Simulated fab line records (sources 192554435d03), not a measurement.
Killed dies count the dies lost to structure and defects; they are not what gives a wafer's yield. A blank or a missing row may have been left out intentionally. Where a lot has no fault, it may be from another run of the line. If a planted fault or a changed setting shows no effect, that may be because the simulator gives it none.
A lot that was struck, set against a sound lot	flow n5_finfet	39 steps out of a route of 1938
Sound: the wafers L778.1, L778.5, L778.6. Struck: wafer L773.1 (left out: L773.3, L773.5 of the same lot, which were not struck); the cause appears at the end.
Per side, at each step with rows, come the tool, then ch with its chambers, and then its first start. Under that, the readings that differ: sound wafers	struck wafers	difference of the means	sigmas: that difference in standard deviations of wafers without a fault.
alike: words and numbers the same on both sides, and readings whose means are apart by under 2 such deviations; not compared: readings that were withheld, readings missing a value for some wafer, numbers with overlapping values and no deviation given by the record, and bounds like >300 which may hide the same value.
Wherever a step has rows on one side only, a row that says differs or no value, or a row with sigmas, the two part there. Non-overlapping numbers with no deviation appear without sigmas and do not part them. A reading missing from all wafers of one side parts the sides only when that side holds two or more wafers.

first, 9 steps without rows for these wafers: N5_DUMMY_GATE_EXPOSE_12 (exposes mask GATE, target cd 25 nm); N5_DUMMY_GATE_PEB_13 (peb time 60 s); N5_DUMMY_GATE_DEVELOP_14 (develop time 30 s); N5_DUMMY_GATE_DESCUM_20 (chemistry O2, time 6.2 s); N5_DUMMY_GATE_ETCH_29 (etches underlayer in N2/H2, target depth 13 nm); N5_DUMMY_GATE_ETCH_36 (etches SiARC in CF4, target depth 13 nm); N5_DUMMY_GATE_ETCH_37 (etches SOC in N2/H2, target depth 60 nm, overetch 30 nm); N5_DUMMY_GATE_STRIP_38 (strips in N2/H2); N5_DUMMY_GATE_STRIP_39 (strips in N2/H2).
N5_DUMMY_GATE_TRIM_49: chemistry O2, time 29 s, target cd 14 nm.
  sound on rie_si-06 ch 0,1, day 8 03:02; struck on rie_si-05 ch 3, day 6 15:19
reading	sound	struck	difference	sigmas
oes_product_au (a.u.)	1.028 1.030 1.028	1.370	+0.341	+16
model.DUMMY_GATE.cd_nm (nm)	14.2 13.4 14.2	8.2	-5.7	
  alike: drypump_motor_current_A, throttle_valve_pct
  not compared: rf_hours_counter_h
then, 1 step without rows for these wafers: N5_DUMMY_GATE_STRIP_40 (strips in CF4).
N5_DUMMY_GATE_CD_MEAS_50: target cd 14 nm.
  struck on cd_sem-01, day 6 15:27; sound on cd_sem-01, day 8 03:19
reading	sound	struck	difference	sigmas
cd_nm (nm)	14.2 13.2 14.2	7.9	-6.0	-11
then, 6 steps without rows for these wafers: N5_DUMMY_GATE_ETCH_31 (etches SiO2 in C4F6/O2, target depth 82.5 nm, time 27.5 s); N5_DUMMY_GATE_STRIP_41 (strips in O2); N5_DUMMY_GATE_HM_OPEN_21 (chemistry CH3F/O2, target SiNx, target depth 120 nm, time 171.4 s); N5_DUMMY_GATE_ETCH_32 (etches SiO2 in CF4, target depth 3.5 nm, time 3.9 s); N5_DUMMY_GATE_ETCH_23 (etches poly-Si in HBr/Cl2/O2, target depth 41 nm, time 22.3 s); N5_DUMMY_GATE_ETCH_44 (etches poly-Si in HBr/O2, stops on SiO2, target depth 127.5 nm).
N5_DUMMY_GATE_CD_MEAS_24: target cd 15 nm.
  struck on cd_sem-02, day 6 15:57; sound on cd_sem-01, day 8 03:49
reading	sound	struck	difference	sigmas
cd_nm (nm)	15.4 14.2 14.9	9.5	-5.3	-10
N5_DUMMY_GATE_ETCH_42: etches SiO2 in CHF3/O2, target depth 3.5 nm, time 31 s.
  sound on rie_diel-03 ch 0,1,3, day 8 03:51; struck on rie_diel-02 ch 1, day 6 16:00
reading	sound	struck	difference	sigmas
model.DUMMY_GATE.cd_nm (nm)	15.4 14.2 14.8	9.6	-5.2	
  alike: drypump_motor_current_A, oes_ar_750_au, oes_o_777_au, oes_product_au, rf_vpp_V, showerhead_plenum_p_Torr, throttle_valve_pct
  not compared: rf_hours_counter_h
then, 17 steps without rows for these wafers: N5_DUMMY_GATE_STRIP_48 (strips in N2/H2, time 20 s); N5_DUMMY_GATE_PRECLEAN_33 (cleans in dHF, time 10 s); N5_DUMMY_GATE_PRECLEAN_25 (cleans in O3/DIW, time 45 s); N5_DUMMY_GATE_PRECLEAN_51 (cleans in SC2, time 45 s); N5_DUMMY_GATE_SRD_26 (time 30 s); N5_DUMMY_GATE_UV_OZONE_45 (time 120 s); N5_SPACER0_ALD_07 (deposits SiNx, target thk 2 nm); N5_SPACER0_ALD_00 (deposits SiOCN, target thk 3.5 nm, pulse time 3 s, purge time 2 s); N5_SPACER0_ALD_08 (deposits SiNx, target thk 2 nm); N5_SD_EPI_N_COAT_32 (time 60 s, resist thk 350 nm); N5_SD_EPI_N_COAT_33 (time 60 s, resist thk 35 nm); N5_SD_EPI_N_COAT_03 (resist thk 150 nm); N5_SD_EPI_N_EBR_05; N5_SD_EPI_N_SOFTBAKE_04 (time 60 s); N5_SD_EPI_N_EXPOSE_06 (exposes mask SD N BLK, target cd 120 nm); N5_SD_EPI_N_PEB_07 (peb time 60 s); N5_SD_EPI_N_DEVELOP_08 (develop time 30 s).
N5_BEOL_M4_RC_MEAS_101:
  the record has rows for the sound wafers here (prober-02 ch 0, day 15 15:04) and none for the struck ones
-- the record jumps here: 12 days lie between the struck wafers' starts before and after (it left off in module BEOL_M4 and takes up again in module PASSIVATION, whose first step shown is number 1936 of the route) --
N5_PASSIVATION_PROBE_49:
  struck on prober-02, day 18 14:25; sound on prober-02, day 20 00:08
reading	sound	struck	difference	sigmas
defect_limited_yield (%)	90.3 89.7 91.9	0	-91	-65
killed_at_front_end	45 51 38	1128	+1083	+98
killed_dies	114 121 96	1180	+1070	+63
killed_on_rim	10 14 12	152	+140	+36
killed_open	69 87 61	44	-28	-2
sort_bin_5_function (%)	6.0 6.5 4.4	96.7	+91.1	+91
sort_n_pass	1066 1059 1084	0	-1070	-56
sort_yield_pct (%)	90.3 89.7 91.9	0	-91	-57
  alike: killed_at_M0_to_M3, killed_at_M4_up, killed_at_contacts, killed_at_other, killed_short, sort_bin_6_memory

WHERE THEY PART
At N5_DUMMY_GATE_TRIM_49 first; at N5_PASSIVATION_PROBE_49 last (within this record only).

WHY: what had been put in by the simulator
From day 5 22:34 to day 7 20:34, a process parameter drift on rie_si-05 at N5_DUMMY_GATE_TRIM_49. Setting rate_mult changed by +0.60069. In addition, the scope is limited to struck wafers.
